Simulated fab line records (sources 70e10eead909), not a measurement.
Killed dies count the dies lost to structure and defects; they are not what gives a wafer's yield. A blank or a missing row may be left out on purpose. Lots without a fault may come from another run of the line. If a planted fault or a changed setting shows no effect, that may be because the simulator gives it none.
One fault seen from 2 desks	flow nand harc	each desk holds nothing but its own numbers, with what lay behind them at the end

DESK OF THE TOOL OWNER: litho track-06
At NHARC_P_M2_SOFTBAKE_04 (time 55 s), the tool's own readings, given per lot that ran on this tool as the mean of the sampled wafers with a number. If a lot's mean is further than 4 standard deviations from the usual mean, the lot is out of limits and carries the mark OUT (the distance appears in the brackets).
Columns: A = heater power total W at NHARC_P_M2_SOFTBAKE_04, usual 188.48 W
lot	first seen here	A
L865	day 6 18:00	188.49
L868	day 7 04:00	188.44
L871	day 8 06:00	188.29
L881	day 10 13:00	323.07 (+99 or more) OUT
L882	day 11 01:00	323.23 (+99 or more) OUT
This desk's finding: out of limits on L881, L882; first on L881, day 10 13:00 (heater power total W at NHARC_P_M2_SOFTBAKE_04). In limits: L865, L868, L871.

AT THE METROLOGY DESK
What the gauges read, lot by lot, whatever tool the lot ran on: means of the sampled wafers that have a number. If a lot's mean is further than 4 standard deviations from the usual mean, the lot is out of limits and carries the mark OUT (the distance appears in the brackets).
Columns: A = thk nm at NHARC_P_M1_THK_MEAS_24, usual 157.1 nm
lot	first seen here	A
L864	day 6 13:25	157.5
L865	day 6 17:16	157.9
L868	day 7 03:13	157.1
L867	day 7 03:34	156.8
L869	day 7 16:17	157.3
L870	day 7 18:47	157.4
L871	day 8 05:01	155.5
L873	day 8 19:46	157.5
L881	day 10 12:40	156.3
L882	day 10 23:58	158.2
L883	day 11 01:05	158.8
L885	day 11 12:28	157.0
L886	day 11 15:32	157.2
This desk's verdict: no lot among the 13 shows anything out of limits.

TAKEN TOGETHER
The tool owner's desk had the chance to raise an alarm at day 10 13:00 on L881, L882.
From the metrology desk's view, nothing was out of limits.
The metrology desk holds a record of L881, L882, inside its limits.
All the named lots went through NHARC_P_M2_SOFTBAKE_04 on litho track-06.

WHAT THE SIMULATOR HAD INSERTED
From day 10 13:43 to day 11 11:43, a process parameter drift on litho track-06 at NHARC_P_M2_SOFTBAKE_04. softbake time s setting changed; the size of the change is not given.
Struck lots among those shown: L881, L882.
